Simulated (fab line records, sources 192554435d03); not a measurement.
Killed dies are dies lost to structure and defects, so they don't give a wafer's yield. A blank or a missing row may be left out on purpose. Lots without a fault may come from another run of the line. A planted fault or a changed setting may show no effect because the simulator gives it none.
Chamber matching | flow n5_finfet | N5_BEOL_M1_PRE_CLEAN_60 on cvd_co-01: 3 sister chambers
The step time 15 s. 20 wafers are shown with their chamber, then 10 later ones without.

WAFERS WITH THEIR CHAMBER
wafer  | chamber | heater_power_w (W)
L075.3 | 0       | 97
L075.4 | 2       | 98
L075.6 | 2       | 98
L077.1 | 2       | 104
L077.2 | 0       | 98
L077.3 | 1       | 76
L078.1 | 2       | 101
L078.5 | 1       | 76
L078.6 | 2       | 100
L079.3 | 2       | 101
L079.5 | 1       | 76
L079.6 | 0       | 97
L083.2 | 2       | 102
L083.5 | 2       | 101
L083.6 | 1       | 78
L084.1 | 2       | 100
L084.3 | 1       | 78
L084.5 | 2       | 98
L086.2 | 1       | 77
L086.4 | 1       | 77

SIGNATURES (means of the wafers above)
reading        | chamber 0 | chamber 1 | chamber 2 | scatter within a chamber
heater_power_w | 97.33     | 76.86     | 100.30    | 1.53
Rule: a wafer's distance from a chamber is the root of the sum, over the readings, of the square of ((its reading less the chamber's mean) divided by the reading's scatter). The wafer belongs to the nearest chamber; if the next one is less than 2 further off, it can't be placed. The scatter: the root of (the sum of the squares of (reading less its chamber's mean) over the shown wafers, divided by (wafers less chambers)).

WAFERS WITHOUT THEIR CHAMBER
wafer  | heater_power_w (W)
L086.5 | 101
L090.2 | 98
L090.4 | 78
L090.5 | 100
L092.4 | 99
L092.5 | 101
L092.6 | 78
L093.1 | 101
L093.2 | 79
L093.6 | 81

WHICH CHAMBER EACH WENT THROUGH
wafer  | from the rows above     | in truth
L086.5 | can't be placed: 2 or 0 | 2
L090.2 | can't be placed: 0 or 2 | 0
L090.4 | 1                       | 1
L090.5 | can't be placed: 2 or 0 | 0
L092.4 | can't be placed: 2 or 0 | 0
L092.5 | can't be placed: 2 or 0 | 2
L092.6 | 1                       | 1
L093.1 | can't be placed: 2 or 0 | 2
L093.2 | 1                       | 1
L093.6 | 1                       | 1
Placed correctly: 4 of 10. Can't be placed from these rows: 6 (the true chamber is among the candidates in 6). Placed wrongly: 0.
